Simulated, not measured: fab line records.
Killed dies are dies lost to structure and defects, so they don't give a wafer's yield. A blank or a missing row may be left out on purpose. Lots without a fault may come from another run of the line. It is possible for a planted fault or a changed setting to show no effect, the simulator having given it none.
Matching of chambers + flow n5-finfet + N5_BEOL_M7_CURE_75 on uv-cure-01 has 3 sister chambers
The step cures SiCOH lowk, time 120 s. 6 wafers are shown with their chamber, then 9 later ones without.

WAFERS PAIRED WITH THEIR CHAMBERS
| wafer  | chamber | wafer_temp_C_max | lamp-power-pct (%) |
|--------|---------|------------------|--------------------|
| L077.3 | 0       | 371.8            | 52.36              |
| L077.6 | 0       | 372.4            | 52.31              |
| L088.4 | 1       | 370.8            | 52.28              |
| L088.6 | 1       | 371.0            | 52.31              |
| L091.4 | 2       | 371.8            | 52.30              |
| L091.6 | 2       | 371.7            | 52.33              |

WAFERS WITHOUT THEIR CHAMBER
| wafer  | wafer_temp_C_max | lamp-power-pct (%) |
|--------|------------------|--------------------|
| L092.2 | 372.3            | 52.35              |
| L092.3 | 371.9            | 52.19              |
| L092.5 | 372.6            | 52.28              |
| L093.1 | 371.0            | 52.25              |
| L093.4 | 370.9            | 52.27              |
| L093.6 | 370.8            | 52.21              |
| L096.3 | 371.6            | 52.41              |
| L096.4 | 371.0            | 52.35              |
| L096.5 | 371.3            | 52.22              |

CHAMBER TAKEN BY EACH
| wafer  | from the rows above          | in truth                   |
|--------|------------------------------|----------------------------|
| L092.2 | can't be placed: 0 or 2      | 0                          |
| L092.3 | can't be placed: 2 or 0 or 1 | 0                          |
| L092.5 | can't be placed: 0 or 2      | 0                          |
| L093.1 | 1                            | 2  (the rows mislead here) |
| L093.4 | 1                            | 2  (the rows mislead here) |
| L093.6 | 1                            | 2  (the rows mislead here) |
| L096.3 | can't be placed: 0 or 2 or 1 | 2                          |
| L096.4 | can't be placed: 1 or 2      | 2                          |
| L096.5 | can't be placed: 1 or 2      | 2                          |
Placed correctly: 0 of 9. These rows do not allow placing 6 (true chamber among the candidates in 6). Number placed wrongly: 3.
How it was worked out, from the rows above alone: a wafer's distance from a chamber is the root of the sum, over the readings, of the square of ((its reading less the chamber's mean) divided by the reading's scatter). The wafer belongs to the nearest chamber; if the next one is less than 2 further off, it can't be placed. Each chamber's mean is taken over the wafers shown for it. The scatter is the square root of a quotient: the sum, over the shown wafers, of each reading's squared deviation from its chamber's mean, divided by wafers minus chambers.
